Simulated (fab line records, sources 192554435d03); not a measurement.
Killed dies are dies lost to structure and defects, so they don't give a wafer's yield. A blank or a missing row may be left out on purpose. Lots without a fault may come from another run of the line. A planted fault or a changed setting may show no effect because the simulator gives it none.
Chamber matching | flow n5_finfet | N5_BEOL_M0_SAQP_PECVD_96 on pecvd-03: 3 sister chambers
The step deposits a-Si from SiH4/He, target thk 45 nm, time 45.2 s. 6 wafers are shown with their chamber, then 10 later ones without.

WAFERS WITH THEIR CHAMBER
wafer  | chamber | throttle_valve_pct (%) | showerhead_plenum_p_Torr (Torr)
L083.4 | 0       | 16.5                   | 5.55
L084.4 | 1       | 19.8                   | 5.63
L085.5 | 1       | 19.8                   | 5.62
L085.6 | 2       | 22.0                   | 5.67
L088.2 | 0       | 16.3                   | 5.57
L088.4 | 2       | 22.1                   | 5.66

WAFERS WITHOUT THEIR CHAMBER
wafer  | throttle_valve_pct (%) | showerhead_plenum_p_Torr (Torr)
L088.6 | 16.3                   | 5.56
L092.3 | 16.2                   | 5.56
L092.4 | 19.7                   | 5.62
L092.5 | 16.3                   | 5.58
L093.1 | 16.4                   | 5.58
L093.2 | 19.7                   | 5.62
L093.5 | 16.1                   | 5.57
L096.2 | 19.9                   | 5.62
L096.3 | 16.5                   | 5.56
L096.6 | 16.6                   | 5.56

WHICH CHAMBER EACH WENT THROUGH
wafer  | from the rows above | in truth
L088.6 | 0                   | 0
L092.3 | 0                   | 0
L092.4 | 1                   | 1
L092.5 | 0                   | 0
L093.1 | 0                   | 0
L093.2 | 1                   | 1
L093.5 | 0                   | 0
L096.2 | 1                   | 1
L096.3 | 0                   | 0
L096.6 | 0                   | 0
Placed correctly: 10 of 10. Can't be placed from these rows: 0. Placed wrongly: 0.
How it was worked out, from the rows above alone: a wafer's distance from a chamber is the root of the sum, over the readings, of the square of ((its reading less the chamber's mean) divided by the reading's scatter). The wafer belongs to the nearest chamber; if the next one is less than 2 further off, it can't be placed. A chamber's mean is the mean of its shown wafers. The scatter: the root of (the sum of the squares of (reading less its chamber's mean) over the shown wafers, divided by (wafers less chambers)).
